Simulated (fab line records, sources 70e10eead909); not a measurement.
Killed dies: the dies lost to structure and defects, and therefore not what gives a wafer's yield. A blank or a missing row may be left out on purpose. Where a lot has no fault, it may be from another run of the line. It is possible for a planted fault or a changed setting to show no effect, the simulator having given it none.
Chamber matching -- flow nand harc -- NHARC_A_CHANNEL_HOLE_D1_DESCUM_15 on rie diel-04: 4 sister chambers
The step chemistry O2, time 3 s. 14 wafers are shown with their chamber, then 7 later ones without.

== WAFERS, EACH WITH ITS CHAMBER ==
wafer,chamber,drypump motor current A (A),showerhead plenum p Torr (Torr),oes product au (a.u.)
L076.1,0,5.2,1.83,0.998
L076.2,2,5.7,1.94,1.002
L076.6,2,5.7,1.94,1.000
L081.3,3,6.2,1.92,0.985
L081.5,1,5.4,2.07,0.992
L081.6,0,5.2,1.82,0.993
L083.2,0,5.2,1.82,0.997
L083.5,2,5.7,1.93,1.014
L083.6,1,5.4,2.07,0.993
L085.1,3,6.2,1.91,0.986
L085.3,0,5.2,1.82,1.002
L085.6,3,6.2,1.91,0.998
L091.1,1,5.3,2.06,0.990
L091.2,3,6.2,1.91,0.988

SIGNATURES, as means of the wafers listed above
reading,chamber 0,chamber 1,chamber 2,chamber 3,scatter within a chamber
drypump motor current A,5.200,5.367,5.700,6.200,0.0258
showerhead plenum p Torr,1.8225,2.0667,1.9367,1.9125,0.00532
oes product au,0.99750,0.99167,1.00533,0.98925,0.00517
Rule: for a wafer and a chamber, the distance is found by dividing, reading by reading, the gap between the wafer's reading and the chamber's mean by the reading's scatter, squaring, summing and taking the root. The wafer belongs to the nearest chamber; if the next one is less than 2 further off, it can't be placed. The scatter: the root of (the sum of the squares of (reading less its chamber's mean) over the shown wafers, divided by (wafers less chambers)).

== WAFERS MISSING THEIR CHAMBER ==
wafer,drypump motor current A (A),showerhead plenum p Torr (Torr),oes product au (a.u.)
L091.3,5.7,1.93,0.986
L092.4,6.2,1.91,1.000
L092.5,5.2,1.81,1.010
L092.6,5.4,2.06,0.999
L094.1,5.7,1.92,0.979
L094.2,5.2,1.81,1.002
L094.3,6.2,1.90,1.005

== THE CHAMBER EACH PASSED THROUGH ==
wafer,from the rows above,in truth
L091.3,2,2
L092.4,3,3
L092.5,0,0
L092.6,1,1
L094.1,2,2
L094.2,0,0
L094.3,3,3
Correct placement for 7 of the 7. Can't be placed from these rows: 0. Number placed wrongly: 0.
